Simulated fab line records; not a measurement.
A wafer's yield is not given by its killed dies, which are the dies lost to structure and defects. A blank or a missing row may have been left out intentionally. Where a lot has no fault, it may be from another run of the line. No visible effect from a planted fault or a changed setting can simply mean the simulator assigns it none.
Which tool did it? + flow n5Finfet + 12 lots with 36 wafers sampled at 4 steps, on a route of 1938 steps

== WHAT THE GAUGES READ, wafer by wafer ==
N5_BEOL_M8_OVL_MEAS_12.
| lot  | measured     | on         | M8_OVL (nm)    |
|------|--------------|------------|----------------|
| L075 | day 10 01:24 | overlay-01 | 0.4 -1.6 -1.8  |
| L076 | day 10 12:53 | overlay-01 | 0.6 1.2 -0.8   |
| L079 | day 10 22:55 | overlay-01 | -0.7 0.0 -0.5  |
| L081 | day 11 18:49 | overlay-02 | -1.1 -1.2 0.8  |
| L083 | day 12 02:03 | overlay-02 | -0.5 -0.1 -0.9 |
| L085 | day 12 23:55 | overlay-02 | -0.7 -1.5 -1.8 |
| L088 | day 13 01:26 | overlay-02 | -0.4 1.2 0.4   |
| L089 | day 13 10:26 | overlay-02 | -0.7 0.4 -0.1  |
| L090 | day 14 01:40 | overlay-02 | -0.2 0.1 -0.6  |
| L093 | day 14 08:56 | overlay-02 | 0.3 -0.6 -1.0  |
| L095 | day 15 04:40 | overlay-02 | -0.6 -0.1 -0.7 |
| L096 | day 16 01:55 | overlay-01 | -2.0 0.3 0.2   |

== WHICH TOOL RAN EACH LOT (tool, then ch and the chambers of the sampled wafers, then the start) ==
| lot  | N5_BEOL_M7_ETCH_62                | N5_BEOL_M7_SPUTTER_48       | N5_BEOL_M7_DEP_56               |
|------|-----------------------------------|-----------------------------|---------------------------------|
| L075 | rieDiel-06 ch 0,2,3, day 9 17:14  | pvdSputter-01, day 9 20:53  | pecvd-01 ch 0,1, day 9 21:47    |
| L076 | rieDiel-04 ch 0,1,3, day 10 07:18 | pvdSputter-03, day 10 09:49 | pecvd-02 ch 0,1, day 10 10:58   |
| L079 | rieDiel-04 ch 0,2, day 10 13:02   | pvdSputter-03, day 10 17:31 | pecvd-01 ch 0,1, day 10 18:28   |
| L081 | rieDiel-04 ch 1,2,3, day 11 11:49 | pvdSputter-03, day 11 15:12 | pecvd-01 ch 0,2, day 11 16:15   |
| L083 | rieDiel-02 ch 0,2,3, day 11 15:26 | pvdSputter-02, day 11 20:26 | pecvd-01 ch 0,1, day 11 21:42   |
| L085 | rieDiel-02 ch 1,3, day 12 15:07   | pvdSputter-03, day 12 20:09 | pecvd-01 ch 0,2, day 12 21:20   |
| L088 | rieDiel-06 ch 2,3, day 12 19:42   | pvdSputter-02, day 12 22:29 | pecvd-01 ch 1,2, day 12 23:22   |
| L089 | rieDiel-02 ch 1,2,3, day 13 01:29 | pvdSputter-01, day 13 07:38 | pecvd-01 ch 0,1, day 13 08:43   |
| L090 | rieDiel-06 ch 1,2,3, day 13 14:42 | pvdSputter-03, day 13 21:28 | pecvd-04 ch 0,2, day 13 22:20   |
| L093 | rieDiel-06 ch 0,1,3, day 14 02:08 | pvdSputter-01, day 14 05:07 | pecvd-01 ch 1,2, day 14 06:47   |
| L095 | rieDiel-04 ch 1,2,3, day 14 19:40 | pvdSputter-02, day 15 01:52 | pecvd-04 ch 0,2, day 15 03:08   |
| L096 | rieDiel-04 ch 0,1,2, day 15 18:57 | pvdSputter-02, day 15 23:41 | pecvd-01 ch 0,1,2, day 16 00:34 |
- N5_BEOL_M7_ETCH_62: etches SOC in N2/H2, target depth 110 nm, overetch 22 nm, time 165 s.
- N5_BEOL_M7_SPUTTER_48: material Cu, target thk 10 nm, time 1.667 s.
- N5_BEOL_M7_DEP_56: deposits SiCN from 3MS/NH3, target thk 10 nm, time 17.5 s.

== THE ANSWER, worked out from the rows above alone ==
Rule: the lots themselves supply what counts as usual. The widest of any qualifying gaps counts: lots, ordered by their means at a reading, are off when they make up no more than a third of the lots, leave a main group of 4 or more, and stand apart from it by 3 or more times the standard deviation of that group's means. If all means in a main group match to the digits the tables above print for the reading, that group is not used. Also off: a lot with no number at a reading for which 4 or more lots have one. The other lots that the step has rows for count as sound.
No lot is off on any of the readings shown, so nothing can be concluded from this.

== WHAT THE SIMULATOR HAD PUT IN ==
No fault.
